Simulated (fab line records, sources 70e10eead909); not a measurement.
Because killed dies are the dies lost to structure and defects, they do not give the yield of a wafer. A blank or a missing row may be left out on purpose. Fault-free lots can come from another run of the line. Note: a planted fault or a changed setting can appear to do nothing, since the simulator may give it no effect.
Which tool is to blame? | flow nand-harc | 12 lots with 34 wafers sampled at 5 steps, on a route of 1159 steps

== WHAT THE GAUGES SHOWED, per wafer ==
NHARC_A_BONDPAD_OVL_MEAS_35. Usual: overlay-x-nm 0 nm, standard deviation 6.7; overlay-y-nm -1 nm, standard deviation 5.5.
lot  | measured     | on         | overlay-x-nm (nm) | overlay-y-nm (nm) | flag
L376 | day 18 10:38 | overlay-01 | -1 -1 -1          | -7 -7 -7          |
L375 | day 18 13:40 | overlay-02 | 2 3 2             | -4 -4 -4          |
L379 | day 18 17:36 | overlay-02 | 2 2 2             | 8 8 8             |
L380 | day 19 01:10 | overlay-02 | -5 -5 -4          | 0 0 0             |
L382 | day 19 07:32 | overlay-02 | -8 -8 -8          | -3 -3 -3          |
L381 | day 19 08:42 | overlay-02 | -6 -6 -6          | -8 -7 -8          |
L386 | day 20 19:03 | overlay-01 | -9 -9 -10         | 2 1 2             |
L387 | day 21 02:26 | overlay-02 | -2                | 1                 |
L391 | day 22 05:11 | overlay-02 | -15 -14 -14       | -2 -1 -1          |
L393 | day 22 06:46 | overlay-01 | 5 5 5             | -12 -13 -13       |
L394 | day 22 16:31 | overlay-02 | 11 12 12          | 7 7 6             |
L397 | day 23 09:25 | overlay-01 | 6 6 6             | 1 1 1             |

NHARC_THIN_TSV_INSPECT_40. Usual: 460 for raw-defect-count, sd 68.
lot  | measured     | on                | raw-defect-count | flag
L376 | day 19 18:13 | defect-inspect-02 | 538 435 454      |
L375 | day 19 18:13 | defect-inspect-01 | 389 406 350      |
L379 | day 19 22:47 | defect-inspect-02 | 408 429 440      |
L380 | day 20 05:23 | defect-inspect-01 | 498 401 472      |
L382 | day 20 13:28 | defect-inspect-02 | 600 583 600      |
L381 | day 20 13:28 | defect-inspect-01 | 394 432 438      |
L386 | day 21 19:01 | defect-inspect-01 | 342 407 383      |
L387 | day 22 05:17 | defect-inspect-02 | 414              |
L391 | day 23 11:35 | defect-inspect-01 | 532 456 457      |
L393 | day 23 11:35 | defect-inspect-02 | 457 474 441      |
L394 | day 23 20:32 | defect-inspect-01 | 391 411 413      |
L397 | day 24 21:40 | defect-inspect-02 | 443 434 522      |

NHARC_END_SORT_01. Usual: defect-limited-yield 95.1 %, standard deviation 1.8; killed-at-array 29, standard deviation 11; killed-at-other 0.5, standard deviation 0.8; killed-at-periphery 3.5, standard deviation 2.8; killed-dies 33, standard deviation 12; killed-open 3.1, standard deviation 1.8; killed-short 1.8, standard deviation 1.4; sort_bin_2_pct 1.5 %, standard deviation 0.65; sort_bin_3_pct 0.24 %, standard deviation 0.21; sort_bin_4_pct 3.1 %, standard deviation 1.2; sort-n-pass 644, standard deviation 12; sort-rim-yield-pct 97.5 %, standard deviation 1.9; sort-yield-pct 95.1 %, standard deviation 1.8.
lot  | measured     | on        | defect-limited-yield (%) | killed-at-array | killed-at-other | killed-at-periphery | killed-dies | killed-open | killed-short | sort_bin_2_pct (%) | sort_bin_3_pct (%) | sort_bin_4_pct (%) | sort-n-pass | sort-rim-yield-pct (%) | sort-yield-pct (%) | flag
L386 | day 22 02:53 | prober-01 | 97.0 97.0 0              | 17 16 14        | 0 0 657         | 3 4 6               | 20 20 677   | 1 3 8       | 3 3 2        | 1.2 0.6 1.0        | 0 0.15 97.19       | 1.8 2.2 1.8        | 657 657 0   | 99.1 100.0 0           | 97.0 97.0 0        | OFF

== WHICH TOOL RAN EACH LOT (tool, then ch and the chambers of the sampled wafers, then the start) ==
lot  | NHARC_A_BONDPAD_DESCUM_11          | NHARC_THIN_TSV_ETCH_59
L376 | rie-diel-09 ch 0,1, day 18 10:46   | rie-metal-03 ch 0,1, day 19 13:30
L375 | rie-diel-03 ch 0,1,2, day 18 13:48 | rie-metal-01 ch 0,1, day 19 14:36
L379 | rie-diel-09 ch 0,1, day 18 17:44   | rie-metal-02 ch 1, day 19 17:14
L380 | rie-diel-03 ch 1,3, day 19 01:19   | rie-metal-01 ch 0,1, day 20 00:04
L382 | rie-diel-03 ch 0,1,2, day 19 07:40 | rie-metal-02 ch 0,1, day 20 08:06
L381 | rie-diel-03 ch 0,2,3, day 19 08:50 | rie-metal-03 ch 0,1, day 20 09:02
L386 | rie-diel-09 ch 0,1,3, day 20 19:11 | rie-metal-03 ch 0, day 21 15:06
L387 | rie-diel-09 ch 2, day 21 02:35     | rie-metal-03 ch 0, day 22 00:42
L391 | rie-diel-03 ch 0,2,3, day 22 05:19 | rie-metal-02 ch 0, day 23 05:59
L393 | rie-diel-09 ch 1,2, day 22 06:54   | rie-metal-01 ch 0,1, day 23 08:30
L394 | rie-diel-09 ch 0,2, day 22 16:38   | rie-metal-01 ch 0,1, day 23 14:45
L397 | rie-diel-09 ch 0,1,3, day 23 09:34 | rie-metal-01 ch 0,1, day 24 16:50
- NHARC_A_BONDPAD_DESCUM_11: chemistry O2, time 3 s.
- NHARC_THIN_TSV_ETCH_59: etches the open film in Cl2/BCl3, target depth 880 nm, time 138.1 s.

== AS READ BY THE TOOLS THEMSELVES (means over the sampled wafers that have a number; for cases with no such wafer, the mark the record gives instead) ==
NHARC_A_BONDPAD_DESCUM_11. Usual: drypump-motor-current-A 5.9 A, standard deviation 0.59; oes-product-au 1.002 a.u., standard deviation 0.011; rf-vpp-V 57.7 V, standard deviation 0.86; showerhead-plenum-p-Torr 1.92 Torr, standard deviation 0.084; throttle-valve-pct 11.312 %, standard deviation 0.0096.
lot  | tool        | drypump-motor-current-A (A) | oes-product-au (a.u.) | rf-vpp-V (V) | showerhead-plenum-p-Torr (Torr) | throttle-valve-pct (%) | flag
L376 | rie-diel-09 | 5.9                         | 1.006                 | 57.4         | 1.93                            | 11.307                 |
L375 | rie-diel-03 | 5.9                         | 1.002                 | 58.1         | 1.91                            | 11.308                 |
L379 | rie-diel-09 | 6.2                         | 0.993                 | 57.2         | 1.96                            | 11.309                 |
L380 | rie-diel-03 | 5.7                         | 0.991                 | 57.8         | 1.85                            | 11.303                 |
L382 | rie-diel-03 | 5.9                         | 1.002                 | 57.5         | 1.91                            | 11.317                 |
L381 | rie-diel-03 | 6.0                         | 0.998                 | 58.3         | 1.94                            | 11.310                 |
L386 | rie-diel-09 | 6.2                         | 1.010                 | 58.3         | 1.89                            | 11.316                 |
L387 | rie-diel-09 | 4.9                         | 0.994                 | 58.0         | 2.02                            | 11.305                 |
L391 | rie-diel-03 | 5.9                         | 0.997                 | 57.9         | 1.94                            | 11.313                 |
L393 | rie-diel-09 | 5.2                         | 1.001                 | 57.5         | 1.98                            | 11.318                 |
L394 | rie-diel-09 | 5.9                         | 0.998                 | 58.1         | 1.99                            | 11.315                 |
L397 | rie-diel-09 | 6.2                         | 1.008                 | 57.4         | 1.89                            | 11.318                 |

NHARC_THIN_TSV_ETCH_59. Usual: drypump-motor-current-A 5.8 A, standard deviation 0.42; oes-product-au 1.008 a.u., standard deviation 0.0093; throttle-valve-pct 22.264 %, standard deviation 0.0091.
lot  | tool         | drypump-motor-current-A (A) | oes-product-au (a.u.) | throttle-valve-pct (%) | flag
L376 | rie-metal-03 | 5.8                         | 1.011                 | 22.263                 |
L375 | rie-metal-01 | 5.9                         | 1.021                 | 22.265                 |
L379 | rie-metal-02 | 5.7                         | 1.011                 | 22.259                 |
L380 | rie-metal-01 | 5.8                         | 1.014                 | 22.267                 |
L382 | rie-metal-02 | 6.0                         | 1.008                 | 22.266                 |
L381 | rie-metal-03 | 5.4                         | 0.997                 | 22.265                 |
L386 | rie-metal-03 | 6.2                         | 0.976                 | 22.266                 | OFF
L387 | rie-metal-03 | 6.2                         | 1.021                 | 22.259                 |
L391 | rie-metal-02 | 6.1                         | 1.003                 | 22.259                 |
L393 | rie-metal-01 | 5.9                         | 1.000                 | 22.271                 |
L394 | rie-metal-01 | 5.9                         | 0.998                 | 22.259                 |
L397 | rie-metal-01 | 5.8                         | 1.012                 | 22.267                 |

== THE ANSWER, worked out from the rows above alone ==
Rule: a lot is off if the mean of its wafers that have a number lies more than 3 standard deviations from the usual mean. A lot without any number at a reading at which 4 lots or more have one is off too. Any other lot the step has rows for is counted as sound. First the gauges in route order, then the tools' own readings, where a lot's mean is used as printed above. The first step at which some lot is off is used, and at that step the reading that is off furthest; a lot without a number counts as furthest.
Off at NHARC_END_SORT_01 (killed-at-other): L386. Neither off nor sound, because the step has no rows for them: L376, L375, L379, L380, L382, L381, L387, L391, L393, L394, L397.
If a tool, at a process step before that reading, ran all the lots that are off and no sound lot after the first of them, it fits. Not tried: the gauges at NHARC_END_SORT_01; whatever is off there is also off at NHARC_THIN_TSV_ETCH_59, on other tools, and gauge error can't account for it. Undecided on this evidence; 2 tools fit (rie-diel-09 at NHARC_A_BONDPAD_DESCUM_11, rie-metal-03 at NHARC_THIN_TSV_ETCH_59).

== WHAT THE SIMULATOR HAD PUT IN ==
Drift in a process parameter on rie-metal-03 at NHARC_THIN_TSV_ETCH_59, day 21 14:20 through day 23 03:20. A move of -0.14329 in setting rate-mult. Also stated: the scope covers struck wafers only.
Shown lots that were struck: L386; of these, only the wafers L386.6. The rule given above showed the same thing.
